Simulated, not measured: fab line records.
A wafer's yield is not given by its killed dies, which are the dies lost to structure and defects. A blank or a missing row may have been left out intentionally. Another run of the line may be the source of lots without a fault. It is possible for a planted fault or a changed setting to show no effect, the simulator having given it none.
Matching of chambers / flow n5 finfet / N5_BEOL_M9_PECVD_70 on pecvd-04 has 3 sister chambers
The step deposits SiO2 from TEOS/O2, target thk 20 nm, time 22.7 s. 22 wafers are shown with their chamber, then 11 later ones without.

## WAFERS PAIRED WITH THEIR CHAMBERS
wafer=L074.2; chamber=1; showerhead plenum p Torr (Torr)=8.89; throttle valve pct (%)=22.0; heater power w (W)=631
wafer=L074.3; chamber=2; showerhead plenum p Torr (Torr)=8.72; throttle valve pct (%)=23.4; heater power w (W)=600
wafer=L074.5; chamber=0; showerhead plenum p Torr (Torr)=8.71; throttle valve pct (%)=22.7; heater power w (W)=661
wafer=L076.1; chamber=1; showerhead plenum p Torr (Torr)=8.88; throttle valve pct (%)=22.2; heater power w (W)=620
wafer=L076.2; chamber=2; showerhead plenum p Torr (Torr)=8.72; throttle valve pct (%)=23.2; heater power w (W)=596
wafer=L076.5; chamber=0; showerhead plenum p Torr (Torr)=8.70; throttle valve pct (%)=22.8; heater power w (W)=640
wafer=L075.2; chamber=1; showerhead plenum p Torr (Torr)=8.89; throttle valve pct (%)=22.2; heater power w (W)=586
wafer=L075.3; chamber=2; showerhead plenum p Torr (Torr)=8.73; throttle valve pct (%)=23.3; heater power w (W)=525
wafer=L075.4; chamber=2; showerhead plenum p Torr (Torr)=8.71; throttle valve pct (%)=23.0; heater power w (W)=554
wafer=L077.1; chamber=2; showerhead plenum p Torr (Torr)=8.70; throttle valve pct (%)=23.2; heater power w (W)=541
wafer=L077.2; chamber=0; showerhead plenum p Torr (Torr)=8.71; throttle valve pct (%)=22.7; heater power w (W)=592
wafer=L077.3; chamber=1; showerhead plenum p Torr (Torr)=8.89; throttle valve pct (%)=22.1; heater power w (W)=646
wafer=L079.1; chamber=0; showerhead plenum p Torr (Torr)=8.70; throttle valve pct (%)=22.8; heater power w (W)=650
wafer=L079.4; chamber=2; showerhead plenum p Torr (Torr)=8.68; throttle valve pct (%)=23.3; heater power w (W)=623
wafer=L079.5; chamber=0; showerhead plenum p Torr (Torr)=8.70; throttle valve pct (%)=22.8; heater power w (W)=675
wafer=L081.1; chamber=1; showerhead plenum p Torr (Torr)=8.87; throttle valve pct (%)=22.1; heater power w (W)=657
wafer=L081.3; chamber=1; showerhead plenum p Torr (Torr)=8.88; throttle valve pct (%)=22.1; heater power w (W)=654
wafer=L081.6; chamber=0; showerhead plenum p Torr (Torr)=8.69; throttle valve pct (%)=23.0; heater power w (W)=669
wafer=L083.1; chamber=2; showerhead plenum p Torr (Torr)=8.72; throttle valve pct (%)=23.2; heater power w (W)=679
wafer=L083.2; chamber=1; showerhead plenum p Torr (Torr)=8.85; throttle valve pct (%)=21.8; heater power w (W)=538
wafer=L083.6; chamber=1; showerhead plenum p Torr (Torr)=8.87; throttle valve pct (%)=22.2; heater power w (W)=538
wafer=L088.1; chamber=0; showerhead plenum p Torr (Torr)=8.70; throttle valve pct (%)=23.1; heater power w (W)=634

SIGNATURES (averages over the wafers above)
reading=showerhead plenum p Torr; chamber 0=8.7014; chamber 1=8.8775; chamber 2=8.7114; scatter within a chamber=0.0132
reading=throttle valve pct; chamber 0=22.843; chamber 1=22.087; chamber 2=23.229; scatter within a chamber=0.138
reading=heater power w; chamber 0=645.86; chamber 1=608.75; chamber 2=588.29; scatter within a chamber=45.1
Rule: for each reading, subtract the chamber's mean from the wafer's reading, divide by that reading's scatter and square the result; add these up over the readings and take the root, which gives the wafer's distance from the chamber. If the next closest chamber is less than 2 further off than the closest, the wafer can't be placed; otherwise it belongs to the closest. How the scatter is found: for the shown wafers, subtract from each reading the mean of its chamber, square and add these, divide the total by (wafers less chambers), then take the root.

## WAFERS WHOSE CHAMBER IS MISSING
wafer=L088.4; showerhead plenum p Torr (Torr)=8.70; throttle valve pct (%)=23.1; heater power w (W)=626
wafer=L088.5; showerhead plenum p Torr (Torr)=8.72; throttle valve pct (%)=23.6; heater power w (W)=652
wafer=L091.2; showerhead plenum p Torr (Torr)=8.90; throttle valve pct (%)=22.1; heater power w (W)=578
wafer=L091.3; showerhead plenum p Torr (Torr)=8.88; throttle valve pct (%)=22.3; heater power w (W)=580
wafer=L091.6; showerhead plenum p Torr (Torr)=8.86; throttle valve pct (%)=22.0; heater power w (W)=568
wafer=L090.3; showerhead plenum p Torr (Torr)=8.89; throttle valve pct (%)=22.2; heater power w (W)=537
wafer=L090.4; showerhead plenum p Torr (Torr)=8.71; throttle valve pct (%)=22.6; heater power w (W)=632
wafer=L090.5; showerhead plenum p Torr (Torr)=8.89; throttle valve pct (%)=22.0; heater power w (W)=531
wafer=L096.2; showerhead plenum p Torr (Torr)=8.69; throttle valve pct (%)=22.7; heater power w (W)=679
wafer=L096.5; showerhead plenum p Torr (Torr)=8.70; throttle valve pct (%)=23.4; heater power w (W)=661
wafer=L096.6; showerhead plenum p Torr (Torr)=8.86; throttle valve pct (%)=22.0; heater power w (W)=648

## EACH ONE'S CHAMBER
wafer=L088.4; from the rows above=can't be placed: 2 or 0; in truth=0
wafer=L088.5; from the rows above=2; in truth=2
wafer=L091.2; from the rows above=1; in truth=1
wafer=L091.3; from the rows above=1; in truth=1
wafer=L091.6; from the rows above=1; in truth=1
wafer=L090.3; from the rows above=1; in truth=1
wafer=L090.4; from the rows above=0; in truth=0
wafer=L090.5; from the rows above=1; in truth=1
wafer=L096.2; from the rows above=0; in truth=0
wafer=L096.5; from the rows above=can't be placed: 2 or 0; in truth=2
wafer=L096.6; from the rows above=1; in truth=1
Correct placement for 9 of the 11. From these rows, 2 cannot be placed; in 2 the true chamber is one of the candidates. Wrongly placed: 0.
